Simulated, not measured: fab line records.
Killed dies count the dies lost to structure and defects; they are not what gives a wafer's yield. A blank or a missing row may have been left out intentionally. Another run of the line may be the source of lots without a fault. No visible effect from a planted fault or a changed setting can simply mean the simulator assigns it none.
Struck lot and sound lot, side by side || flow nand-harc || 39 out of 1159 route steps
Sound: wafers L421.1, L421.3, L421.5. Struck: wafer L435.5 (left out: L435.2, L435.4 of the same lot, which were not struck); the cause appears at the end.
For every step that has rows: the tool of each side, followed by ch and its chambers, followed by its first start. Under that, the readings that differ: sound wafers || struck wafers || difference of the means || sigmas: that difference in standard deviations of wafers without a fault.
alike: readings with means less than 2 such deviations apart, plus words and numbers identical on both sides. not compared: withheld readings, readings lacking a value on some wafer, bounds such as >300 that could conceal the same value, and numbers that have no deviation in the record and whose values overlap.
Wherever a step has rows on one side only, a row that says differs or no value, or a row with sigmas, the two part there. Non-overlapping numbers with no deviation appear without sigmas and do not part them. A reading that every wafer of one side lacks parts them only if that side has two wafers or more.

NHARC_A_STAIRCASE_TRIM_196: chemistry O2, time 211.2 s.
  sound on rie-diel-07 ch 1,2, day 10 10:57; struck on rie-diel-06 ch 0, day 14 17:30
  alike: drypump-motor-current-A, oes-product-au, rf-vpp-V, showerhead-plenum-p-Torr, throttle-valve-pct
  not compared: rf-hours-counter-h
then, 3 steps without rows for these wafers: NHARC_A_STAIRCASE_ETCH_197 (etches the open film in C4F8/O2, target depth 100 nm, time 40.5 s); NHARC_A_STAIRCASE_TRIM_198 (chemistry O2, time 211.2 s); NHARC_A_STAIRCASE_ETCH_199 (etches the open film in C4F8/O2, target depth 100 nm, time 40.5 s).
NHARC_A_STAIRCASE_TRIM_200: chemistry O2, time 211.2 s.
  sound: rie-diel-06 ch 1,3; struck: rie-diel-06 ch 1
{"reading": "throttle-valve-pct (%)", "sound": "17.029 17.034 17.041", "struck": 17.052, "difference": "+0.017", "sigmas": "+2"}
  alike: drypump-motor-current-A, oes-product-au, rf-vpp-V, showerhead-plenum-p-Torr
  not compared: rf-hours-counter-h
NHARC_A_STAIRCASE_ETCH_201: etches the open film in C4F8/O2, target depth 100 nm, time 40.5 s.
  sound: rie-diel-06 ch 1,3; struck: rie-diel-06 ch 1
  alike: oes-product-au, rf-vpp-V
  not compared: rf-hours-counter-h
then, 4 steps without rows for these wafers: NHARC_A_STAIRCASE_TRIM_202 (chemistry O2, time 211.2 s); NHARC_A_STAIRCASE_ETCH_203 (etches the open film in C4F8/O2, target depth 100 nm, time 40.5 s); NHARC_A_STAIRCASE_STRIP_205 (strips in O2); NHARC_A_STAIRCASE_STRIP_206 (strips in SPM, time 900 s).
NHARC_A_STAIRCASE_PRECLEAN_207: cleans in SC1.
  sound on wet-bench-04 ch 4,6,7, day 10 14:29; struck on wet-bench-04 ch 0,2,5, day 14 18:58
then, 13 steps without rows for these wafers: NHARC_A_STAIRCASE_SRD_208; NHARC_A_STAIRCASE_DEHYDRATE_209 (time 120 s); NHARC_A_STAIRCASE_HMDS_210 (time 30 s); NHARC_A_STAIRCASE_COAT_211; NHARC_A_STAIRCASE_SOFTBAKE_212 (time 170 s); NHARC_A_STAIRCASE_EBR_213; NHARC_A_STAIRCASE_EXPOSE_214 (exposes mask STAIR 3); NHARC_A_STAIRCASE_PEB_215 (peb time 130 s); NHARC_A_STAIRCASE_DEVELOP_216 (time 140 s); NHARC_A_STAIRCASE_HARDBAKE_218 (time 140 s); NHARC_A_STAIRCASE_DESCUM_219 (chemistry O2, time 3 s); NHARC_A_STAIRCASE_TRIM_220 (chemistry O2, time 211.2 s); NHARC_A_STAIRCASE_ETCH_221 (etches the open film in C4F8/O2, target depth 100 nm, time 40.5 s).
NHARC_A_STAIRCASE_TRIM_222: chemistry O2, time 211.2 s.
  sound: rie-diel-06 ch 0,3; struck: rie-diel-06 ch 0
  alike: drypump-motor-current-A, oes-product-au, rf-vpp-V, showerhead-plenum-p-Torr, throttle-valve-pct
  not compared: rf-hours-counter-h
then, 12 steps without rows for these wafers: NHARC_A_STAIRCASE_ETCH_223 (etches the open film in C4F8/O2, target depth 100 nm, time 40.5 s); NHARC_A_STAIRCASE_TRIM_224 (chemistry O2, time 211.2 s); NHARC_A_STAIRCASE_ETCH_225 (etches the open film in C4F8/O2, target depth 100 nm, time 40.5 s); NHARC_A_STAIRCASE_TRIM_226 (chemistry O2, time 211.2 s); NHARC_A_STAIRCASE_ETCH_227 (etches the open film in C4F8/O2, target depth 100 nm, time 40.5 s); NHARC_A_STAIRCASE_TRIM_229 (chemistry O2, time 211.2 s); NHARC_A_STAIRCASE_ETCH_230 (etches the open film in C4F8/O2, target depth 100 nm, time 40.5 s); NHARC_A_STAIRCASE_TRIM_231 (chemistry O2, time 211.2 s); NHARC_A_STAIRCASE_ETCH_232 (etches the open film in C4F8/O2, target depth 100 nm, time 40.5 s); NHARC_A_STAIRCASE_TRIM_233 (chemistry O2, time 211.2 s); NHARC_A_STAIRCASE_ETCH_234 (etches the open film in C4F8/O2, target depth 100 nm, time 40.5 s); NHARC_A_STAIRCASE_TRIM_235 (chemistry O2, time 211.2 s).
NHARC_A_STAIRCASE_ETCH_236: etches the open film in C4F8/O2, target depth 100 nm, time 40.5 s.
  sound: rie-diel-06 ch 0,2,3; struck: rie-diel-06 ch 1
  alike: oes-product-au, rf-vpp-V
  not compared: rf-hours-counter-h
-- jump in the record: it breaks off in module A_STAIRCASE and resumes in module END (first step shown: number 1159 of the route), and 8 days separate the struck wafers' starts before and after --
NHARC_END_SORT_01:
  sound on prober-02 ch 0, day 19 02:26; struck on prober-01 ch 0, day 23 06:26
{"reading": "killed-at-array", "sound": "17 14 16", "struck": 124, "difference": "+108", "sigmas": "+14"}
{"reading": "killed-dies", "sound": "22 19 19", "struck": 125, "difference": "+105", "sigmas": "+13"}
  alike: killed-at-other, killed-at-periphery, killed-open, killed-short

## WHERE THEY PART
First at NHARC_A_STAIRCASE_TRIM_200; last, within this record, at NHARC_END_SORT_01.

WHY: what the simulator had put in
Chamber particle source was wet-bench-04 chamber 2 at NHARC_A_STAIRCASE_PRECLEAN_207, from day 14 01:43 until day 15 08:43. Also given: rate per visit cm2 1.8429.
